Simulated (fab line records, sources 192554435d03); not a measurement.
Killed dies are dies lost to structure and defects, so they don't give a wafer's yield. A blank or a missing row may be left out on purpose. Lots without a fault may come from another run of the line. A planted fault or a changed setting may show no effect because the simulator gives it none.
A struck lot beside a sound one | flow n5_finfet | 37 steps out of a route of 1938
Sound: wafers L597.1, L597.4, L597.5. Struck: wafers L589.2, L589.3, L589.5. The cause comes at the end.
At each step with rows: each side's tool, then ch and its chambers, then its first start. Under that, the readings that differ: sound wafers | struck wafers | difference of the means | sigmas: that difference in standard deviations of wafers without a fault.
alike: readings whose means differ by less than 2 such deviations, and words and numbers that are the same on both sides. not compared: withheld readings, readings that some wafer has no value for, bounds like >300 that may hide the same value, and numbers for which the record gives no deviation and whose values overlap.
The two part at a step that has a row with sigmas, a row that says differs or no value, or rows on one side only. Numbers that don't overlap but have no deviation are shown without sigmas and don't part them. A reading that every wafer of one side lacks parts them only if that side has two wafers or more.

first, 9 steps without rows for these wafers: N5_HKMG_FIN_SOFTBAKE_44 (time 60 s); N5_HKMG_FIN_EXPOSE_46 (exposes mask NDIPOLE); N5_HKMG_FIN_PEB_47 (peb time 60 s); N5_HKMG_FIN_DEVELOP_48 (develop time 30 s); N5_HKMG_FIN_DESCUM_53 (chemistry O2, time 7.9 s); N5_HKMG_FIN_ETCH_54 (etches SiARC in CF4, target depth 45.5 nm, time 75.8 s); N5_HKMG_FIN_ETCH_55 (etches SOC in N2/H2, target depth 240 nm, time 300 s); N5_HKMG_FIN_STRIP_56 (strips in N2/H2); N5_HKMG_FIN_STRIP_57 (strips in CF4).
N5_HKMG_FIN_ETCH_58: etches SOC in N2/H2, target depth 215.8 nm, time 741 s.
  sound on rie_diel-04 ch 1,3, day 9 17:23; struck on rie_diel-06 ch 0,2,3, day 7 21:44
  no value came back on the struck wafers for any of 7 readings (bias_w (W), chamber_pressure_mTorr (mTorr) and others); on the sound wafers bias_w (W) reads 12.98 12.99 13.00
  reading                                   | sound         | struck          | difference | sigmas
  model.SOC_of_HKMG_FIN_COAT_41.thk_nm (nm) | 76 75.2 86.8  | 301 299.8 300.2 | +221       |
  model.HKMG_FIN.feature_depth_nm (nm)      | 225 225 212.6 | 233.6 251.4 244 | +22.1      |
  not compared: rf_hours_counter_h
N5_HKMG_FIN_STRIP_93: strips SOC in N2/H2, time 20 s.
  sound on rie_diel-04 ch 1,3, day 9 17:49; struck on rie_diel-06 ch 0,2,3, day 7 22:10
  reading                                   | sound          | struck          | difference | sigmas
  model.SOC_of_HKMG_FIN_COAT_41.thk_nm (nm) | 65.2 64.6 76.8 | 291 289.2 289.8 | +221       |
  alike: drypump_motor_current_A, oes_product_au, rf_vpp_V, showerhead_plenum_p_Torr, throttle_valve_pct
  not compared: rf_hours_counter_h
then, 24 steps without rows for these wafers: N5_HKMG_FIN_WET_ETCH_76 (etches Al2O3 in dNH4OH, stops on La2O3, target depth 2.25 nm, rinse time 30 s); N5_HKMG_FIN_STRIP_60 (strips in N2/H2, time 360 s); N5_HKMG_FIN_WET_ETCH_77 (etches La2O3 in dHCl, stops on HfO2, target depth 2 nm); N5_HKMG_FIN_WET_ETCH_78 (etches Al2O3 in dNH4OH, stops on La2O3, target depth 4.5 nm, rinse time 30 s); N5_HKMG_FIN_ALD_79 (deposits TiN, target thk 1.5 nm, pulse time 1 s, purge time 3 s); N5_HKMG_FIN_CVD_62 (deposits a-Si from Si2H6, target thk 3 nm, time 20.8 s); N5_HKMG_FIN_RTA_80 (time 2 s); N5_HKMG_FIN_PRECLEAN_64 (cleans in dHF, time 30 s); N5_HKMG_FIN_WET_ETCH_65 (etches a-Si in TMAH, stops on TiN, time 49 s, target depth 3 nm); N5_HKMG_FIN_WET_ETCH_81 (etches TiN in SC1, stops on HfO2, time 57 s, target depth 6 nm); N5_HKMG_FIN_WET_ETCH_82 (etches La2O3 in dHCl, stops on HfO2, target depth 2 nm, rinse time 30 s); N5_HKMG_FIN_ALD_36 (deposits TiN, target thk 1 nm, pulse time 1 s, purge time 3 s); N5_HKMG_FIN_PWFM_ALD_03 (deposits TiN, target thk 2 nm, pulse time 1 s, purge time 3 s); N5_HKMG_FIN_COAT_29 (time 60 s, resist thk 300 nm); N5_HKMG_FIN_COAT_30 (time 60 s, resist thk 35 nm); N5_HKMG_FIN_COAT_06 (resist thk 90 nm); N5_HKMG_FIN_EBR_08; N5_HKMG_FIN_SOFTBAKE_07 (time 60 s); N5_HKMG_FIN_EXPOSE_09 (exposes mask NWFM); N5_HKMG_FIN_PEB_10 (peb time 60 s); N5_HKMG_FIN_DEVELOP_11 (develop time 30 s); N5_HKMG_FIN_DESCUM_17 (chemistry O2, time 7.9 s); N5_HKMG_FIN_ETCH_31 (etches SiARC in CF4, target depth 45.5 nm, time 75.8 s); N5_HKMG_FIN_ETCH_32 (etches SOC in N2/H2, target depth 240 nm, time 300 s).
-- the record jumps here: 4 days lie between the struck wafers' starts before and after (it left off in module HKMG_FIN and takes up again in module BEOL_M4, whose first step shown is number 1111 of the route) --
N5_BEOL_M4_RC_MEAS_101:
  sound on prober-01 ch 0, day 13 09:51; struck on prober-02 ch 0, day 11 16:49
  reading             | sound                      | struck                       | difference | sigmas
  IOFF_N (nA/um)      | 0.15 0.20 0.20             | 41.10 29.65 30.25            | +33.48     | +99 or more
  IOFF_N_85C (nA/um)  | 2.9 3.6 3.7                | 318.5 242.8 250.8            | +267.3     | +99 or more
  IOFF_N_LIN (nA/um)  | 0.071 0.086 0.088          | 17.600 13.597 13.707         | +14.886    | +99 or more
  IOFF_N_LONG (nA/um) | 5.49e-05 5.52e-05 5.33e-05 | 0.0099048 0.0099953 0.010024 | +0.0099202 | +99 or more
  ION_N (uA/um)       | 680 682 686                | 969 946 941                  | +269       | +24
  VT_N (mV)           | 250 247 247                | 96 101 100                   | -149       | -47
  VT_N_LONG (mV)      | 273.1 273.5 275.2          | 123.2 125.1 123.3            | -150.1     | -71
  VT_P_LVT (mV)       | -102 -98 -97               | -247 -247 -249               | -149       | -50
  alike: DIBL_N, DIBL_P, IOFF_P, ION_P, SS_N, SS_P, VT_P
-- the record jumps here: 4 days lie between the struck wafers' starts before and after (it left off in module BEOL_M4 and takes up again in module PASSIVATION, whose first step shown is number 1936 of the route) --
N5_PASSIVATION_PROBE_49:
  the record has rows for the struck wafers here (prober-02, day 15 13:52) and none for the sound ones

WHERE THEY PART
First at N5_HKMG_FIN_ETCH_58; last, within this record, at N5_PASSIVATION_PROBE_49.

WHY: what the simulator had put in
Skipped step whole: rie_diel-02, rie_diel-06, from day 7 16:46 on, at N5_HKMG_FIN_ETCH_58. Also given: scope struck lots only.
